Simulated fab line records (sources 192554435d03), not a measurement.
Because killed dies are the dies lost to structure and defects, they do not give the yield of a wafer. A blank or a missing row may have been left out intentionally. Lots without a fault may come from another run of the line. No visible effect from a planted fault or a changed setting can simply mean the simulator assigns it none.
Chamber matching :: flow n5Finfet :: rieDiel-05 running N5_BEOL_M8_ETCH_61: 4 sister chambers
The step etches SiARC in CF4, target depth 45.5 nm, time 75.8 s. 18 wafers are shown with their chamber, then 9 later ones without.

== WAFERS WITH THEIR CHAMBER ==
wafer: L074.1
chamber: 1
showerheadPlenumPTorr (Torr): 2.09
throttleValvePct (%): 15.32
oesProductAu (a.u.): 0.78

wafer: L074.2
chamber: 3
showerheadPlenumPTorr (Torr): 2.12
throttleValvePct (%): 15.76
oesProductAu (a.u.): 0.61

wafer: L074.6
chamber: 1
showerheadPlenumPTorr (Torr): 2.09
throttleValvePct (%): 15.33
oesProductAu (a.u.): 0.79

wafer: L077.2
chamber: 3
showerheadPlenumPTorr (Torr): 2.12
throttleValvePct (%): 15.77
oesProductAu (a.u.): 0.61

wafer: L077.5
chamber: 3
showerheadPlenumPTorr (Torr): 2.12
throttleValvePct (%): 15.77
oesProductAu (a.u.): 0.61

wafer: L077.6
chamber: 2
showerheadPlenumPTorr (Torr): 2.19
throttleValvePct (%): 15.55
oesProductAu (a.u.): 0.79

wafer: L079.2
chamber: 3
showerheadPlenumPTorr (Torr): 2.12
throttleValvePct (%): 15.79
oesProductAu (a.u.): 0.60

wafer: L079.4
chamber: 0
showerheadPlenumPTorr (Torr): 2.08
throttleValvePct (%): 15.45
oesProductAu (a.u.): 0.71

wafer: L079.5
chamber: 2
showerheadPlenumPTorr (Torr): 2.19
throttleValvePct (%): 15.58
oesProductAu (a.u.): 0.76

wafer: L083.2
chamber: 1
showerheadPlenumPTorr (Torr): 2.09
throttleValvePct (%): 15.36
oesProductAu (a.u.): 0.75

wafer: L083.5
chamber: 3
showerheadPlenumPTorr (Torr): 2.11
throttleValvePct (%): 15.78
oesProductAu (a.u.): 0.59

wafer: L083.6
chamber: 2
showerheadPlenumPTorr (Torr): 2.18
throttleValvePct (%): 15.58
oesProductAu (a.u.): 0.75

wafer: L086.1
chamber: 0
showerheadPlenumPTorr (Torr): 2.08
throttleValvePct (%): 15.47
oesProductAu (a.u.): 0.71

wafer: L086.2
chamber: 2
showerheadPlenumPTorr (Torr): 2.18
throttleValvePct (%): 15.59
oesProductAu (a.u.): 0.74

wafer: L086.3
chamber: 1
showerheadPlenumPTorr (Torr): 2.09
throttleValvePct (%): 15.38
oesProductAu (a.u.): 0.75

wafer: L088.2
chamber: 2
showerheadPlenumPTorr (Torr): 2.17
throttleValvePct (%): 15.63
oesProductAu (a.u.): 0.72

wafer: L088.3
chamber: 1
showerheadPlenumPTorr (Torr): 2.08
throttleValvePct (%): 15.38
oesProductAu (a.u.): 0.74

wafer: L088.5
chamber: 2
showerheadPlenumPTorr (Torr): 2.17
throttleValvePct (%): 15.63
oesProductAu (a.u.): 0.72

SIGNATURES (means of the wafers above)
reading: showerheadPlenumPTorr
chamber 0: 2.0800
chamber 1: 2.0880
chamber 2: 2.1800
chamber 3: 2.1180
scatter within a chamber: 0.00632

reading: throttleValvePct
chamber 0: 15.4600
chamber 1: 15.3540
chamber 2: 15.5933
chamber 3: 15.7740
scatter within a chamber: 0.025

reading: oesProductAu
chamber 0: 0.7100
chamber 1: 0.7620
chamber 2: 0.7467
chamber 3: 0.6040
scatter within a chamber: 0.0202
Rule: for each reading, subtract the chamber's mean from the wafer's reading, divide by that reading's scatter and square the result; add these up over the readings and take the root, which gives the wafer's distance from the chamber. If the next closest chamber is less than 2 further off than the closest, the wafer can't be placed; otherwise it belongs to the closest. The scatter: the root of (the sum of the squares of (reading less its chamber's mean) over the shown wafers, divided by (wafers less chambers)).

== WAFERS WHOSE CHAMBER IS MISSING ==
wafer: L093.1
showerheadPlenumPTorr (Torr): 2.11
throttleValvePct (%): 15.34
oesProductAu (a.u.): 0.81

wafer: L093.3
showerheadPlenumPTorr (Torr): 2.07
throttleValvePct (%): 15.52
oesProductAu (a.u.): 0.68

wafer: L093.6
showerheadPlenumPTorr (Torr): 2.17
throttleValvePct (%): 15.63
oesProductAu (a.u.): 0.71

wafer: L095.3
showerheadPlenumPTorr (Torr): 2.07
throttleValvePct (%): 15.52
oesProductAu (a.u.): 0.67

wafer: L095.4
showerheadPlenumPTorr (Torr): 2.17
throttleValvePct (%): 15.63
oesProductAu (a.u.): 0.71

wafer: L095.5
showerheadPlenumPTorr (Torr): 2.08
throttleValvePct (%): 15.43
oesProductAu (a.u.): 0.72

wafer: L097.1
showerheadPlenumPTorr (Torr): 2.17
throttleValvePct (%): 15.65
oesProductAu (a.u.): 0.71

wafer: L097.2
showerheadPlenumPTorr (Torr): 2.10
throttleValvePct (%): 15.35
oesProductAu (a.u.): 0.78

wafer: L097.3
showerheadPlenumPTorr (Torr): 2.08
throttleValvePct (%): 15.43
oesProductAu (a.u.): 0.72

== EACH ONE'S CHAMBER ==
wafer: L093.1
from the rows above: 1
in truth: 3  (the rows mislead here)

wafer: L093.3
from the rows above: 0
in truth: 0

wafer: L093.6
from the rows above: 2
in truth: 2

wafer: L095.3
from the rows above: 0
in truth: 0

wafer: L095.4
from the rows above: 2
in truth: 2

wafer: L095.5
from the rows above: 0
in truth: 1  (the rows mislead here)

wafer: L097.1
from the rows above: 2
in truth: 2

wafer: L097.2
from the rows above: 1
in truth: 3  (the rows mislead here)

wafer: L097.3
from the rows above: 0
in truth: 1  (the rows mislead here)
Correctly placed: 5 of 9. Not placeable from these rows: 0. Number placed wrongly: 4.
